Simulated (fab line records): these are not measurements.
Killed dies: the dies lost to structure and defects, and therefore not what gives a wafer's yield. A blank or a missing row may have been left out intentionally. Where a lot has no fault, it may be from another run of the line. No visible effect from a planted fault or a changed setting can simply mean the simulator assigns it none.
Chamber matching + flow n5-finfet + N5_BEOL_M6_STRIP_19 on rie-diel-04 has 4 sister chambers
The step strips in O2. 8 wafers are shown with their chamber, then 9 later ones without.

EACH WAFER AND ITS CHAMBER
| wafer  | chamber | drypump-motor-current-A (A) | throttle-valve-pct (%) |
|--------|---------|-----------------------------|------------------------|
| L075.4 | 2       | 6.8                         | 17.06                  |
| L078.1 | 0       | 5.0                         | 16.74                  |
| L078.6 | 2       | 6.8                         | 17.07                  |
| L081.4 | 0       | 4.9                         | 16.79                  |
| L081.6 | 1       | 5.7                         | 16.45                  |
| L087.1 | 3       | 5.8                         | 16.64                  |
| L087.4 | 3       | 5.8                         | 16.65                  |
| L087.5 | 1       | 5.7                         | 16.45                  |

WAFERS WITH NO CHAMBER GIVEN
| wafer  | drypump-motor-current-A (A) | throttle-valve-pct (%) |
|--------|-----------------------------|------------------------|
| L091.1 | 6.8                         | 16.60                  |
| L091.4 | 5.7                         | 16.48                  |
| L091.6 | 5.8                         | 16.69                  |
| L092.2 | 5.8                         | 16.51                  |
| L092.3 | 5.8                         | 16.68                  |
| L092.6 | 4.9                         | 16.84                  |
| L093.1 | 5.0                         | 16.83                  |
| L093.3 | 5.7                         | 16.53                  |
| L093.5 | 5.8                         | 16.68                  |

CHAMBER TAKEN BY EACH
| wafer  | from the rows above | in truth |
|--------|---------------------|----------|
| L091.1 | 2                   | 2        |
| L091.4 | 1                   | 1        |
| L091.6 | 3                   | 3        |
| L092.2 | 1                   | 1        |
| L092.3 | 3                   | 3        |
| L092.6 | 0                   | 0        |
| L093.1 | 0                   | 0        |
| L093.3 | 1                   | 1        |
| L093.5 | 3                   | 3        |
Correct placement for 9 of the 9. Not placeable from these rows: 0. Number placed wrongly: 0.
How it was worked out, from the rows above alone: a wafer's distance from a chamber is the root of the sum, over the readings, of the square of ((its reading less the chamber's mean) divided by the reading's scatter). If the next closest chamber is less than 2 further off than the closest, the wafer can't be placed; otherwise it belongs to the closest. A chamber's mean is the mean of its shown wafers. The scatter: the root of (the sum of the squares of (reading less its chamber's mean) over the shown wafers, divided by (wafers less chambers)).
